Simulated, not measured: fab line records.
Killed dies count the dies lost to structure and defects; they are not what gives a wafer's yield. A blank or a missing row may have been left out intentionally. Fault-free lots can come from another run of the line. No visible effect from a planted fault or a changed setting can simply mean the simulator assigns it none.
Struck lot and sound lot, side by side ; flow n5_finfet ; 14 out of 1938 route steps
Sound: the wafers L411.1, L411.4, L411.5. Wafers L420.1, L420.2, L420.6 were the ones struck. The cause comes at the end.
For every step that has rows: the tool of each side, followed by ch and its chambers, followed by its first start. Under that, the readings that differ: sound wafers ; struck wafers ; difference of the means ; sigmas: that difference in standard deviations of wafers without a fault.
alike: words and numbers the same on both sides, and readings whose means are apart by under 2 such deviations; not compared: readings that were withheld, readings missing a value for some wafer, numbers with overlapping values and no deviation given by the record, and bounds like >300 which may hide the same value.
The two part at a step that has a row with sigmas, a row that says differs or no value, or rows on one side only. Numbers that don't overlap but have no deviation are shown without sigmas and don't part them. Lack of a reading on every wafer of one side parts them only where that side has two or more wafers.

N5_BEOL_M2_ILD_DEP_00: deposits SiOC from DEMS/O2, target thk 79 nm, time 15.3 s.
  sound on pecvd-02 ch 0,1,2, day 8 01:53; struck on pecvd-03 ch 0,1, day 10 16:35
  alike: heater_power_w, showerhead_plenum_p_Torr, throttle_valve_pct
  not compared: since_wet_clean_h
N5_BEOL_M2_THK_MEAS_01:
  sound: film_metro-01 at day 8 01:58; struck: film_metro-01 at day 10 16:40
  alike: M2_ILD_THK
N5_BEOL_M2_PECVD_72: deposits SiO2 from TEOS/O2, target thk 16 nm, time 18 s.
  sound on pecvd-02 ch 0,1, day 8 02:00; struck on pecvd-01 ch 0,2, day 10 16:42
  alike: heater_power_w, showerhead_plenum_p_Torr, throttle_valve_pct
  not compared: since_wet_clean_h
N5_BEOL_M2_HM_DEP_02: deposits TiN, target thk 20 nm.
  sound: pvd_sputter-02 at day 8 02:53; struck: pvd_sputter-01 at day 10 17:32
  alike: throttle_valve_pct
then, 8 steps without rows for these wafers: N5_BEOL_M2_COAT_61 (time 60 s, resist thk 60 nm); N5_BEOL_M2_COAT_62 (time 60 s, resist thk 12 nm); N5_BEOL_M2_COAT_73 (time 60 s, resist thk 5 nm); N5_BEOL_M2_COAT_05 (resist thk 30 nm); N5_BEOL_M2_EBR_07; N5_BEOL_M2_SOFTBAKE_06 (time 60 s); N5_BEOL_M2_EXPOSE_08 (exposes mask M2); N5_BEOL_M2_PEB_09 (peb time 60 s).
N5_BEOL_M2_DEVELOP_10: develop time 30 s.
  sound on litho_track-03 ch 0, day 8 03:14; struck on litho_track-04, day 10 17:52
  no value came back on the struck wafers for chill_plate_temp_C (C), develop_time_s (s), exhaust_pa (Pa); on the sound wafers chill_plate_temp_C (C) reads 22.95 23.12 23.06
reading;sound;struck;difference;sigmas
model.CAR-EUV_of_BEOL_M2_COAT_05.thk_nm (nm);29.4 29.4 29.4;30 29.8 29.8;+0;
N5_BEOL_M2_CD_MEAS_11: target cd 16.79 nm.
  sound on cd_sem-01 ch 0, day 8 03:17; struck on cd_sem-01 ch 0, day 10 17:55
reading;sound;struck;difference;sigmas
cd_nm (nm);16.54 16.66 16.65;- - -;no value on the struck wafers;

== WHERE THEY PART ==
Earliest at N5_BEOL_M2_DEVELOP_10; latest, in this record, at N5_BEOL_M2_CD_MEAS_11.

WHY: the cause the simulator had injected
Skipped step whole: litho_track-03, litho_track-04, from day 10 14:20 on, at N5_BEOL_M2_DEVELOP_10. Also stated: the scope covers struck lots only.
